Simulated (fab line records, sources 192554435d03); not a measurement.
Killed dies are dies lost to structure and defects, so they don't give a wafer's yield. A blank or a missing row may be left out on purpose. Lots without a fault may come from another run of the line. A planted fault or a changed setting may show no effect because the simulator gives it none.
Which tool did it? | flow n5_finfet | 6 lots, 18 wafers sampled, at 1 step of a route of 1938

WHAT THE GAUGES READ, wafer by wafer
N5_BEOL_M4_RC_MEAS_101.
lot  | measured     | on        | DIBL_N (mV/V)
L720 | day 9 13:31  | prober-02 | 36.6 36.5 34.6
L721 | day 9 15:46  | prober-02 | 33.6 32.6 33.3
L724 | day 10 09:20 | prober-01 | 35.7 36.9 36.1
L725 | day 10 09:35 | prober-02 | 34.7 35.4 36.3
L732 | day 12 08:17 | prober-02 | 36.9 33.9 36.2
L736 | day 13 13:59 | prober-02 | 35.2 37.6 34.8

WHICH TOOL RAN EACH LOT (tool, then ch and the chambers of the sampled wafers, then the start)
The record holds no process step before these readings.

THE ANSWER, worked out from the rows above alone
Rule: what is usual is taken from the lots themselves. Put in order of their means at a reading, lots are off if they are a third of the lots or fewer, leave a main group of 4 or more, and stand apart from it by a gap of 3 or more times the standard deviation of the main group's means; of several such gaps the widest counts. A main group whose means are all the same, to the digits that the tables above print for the reading, isn't used. A lot without any number at a reading at which 4 lots or more have one is off too. The other lots that the step has rows for count as sound.
Off: L721, at N5_BEOL_M4_RC_MEAS_101 (DIBL_N). The main group: mean 35.8 mV/V, standard deviation 0.26.
A tool fits if, at a process step before that reading, it ran every lot that is off, and no sound lot after the first of them. The gauges at N5_BEOL_M4_RC_MEAS_101 are tried like those tools. None of those tried fits.

WHAT THE SIMULATOR HAD PUT IN
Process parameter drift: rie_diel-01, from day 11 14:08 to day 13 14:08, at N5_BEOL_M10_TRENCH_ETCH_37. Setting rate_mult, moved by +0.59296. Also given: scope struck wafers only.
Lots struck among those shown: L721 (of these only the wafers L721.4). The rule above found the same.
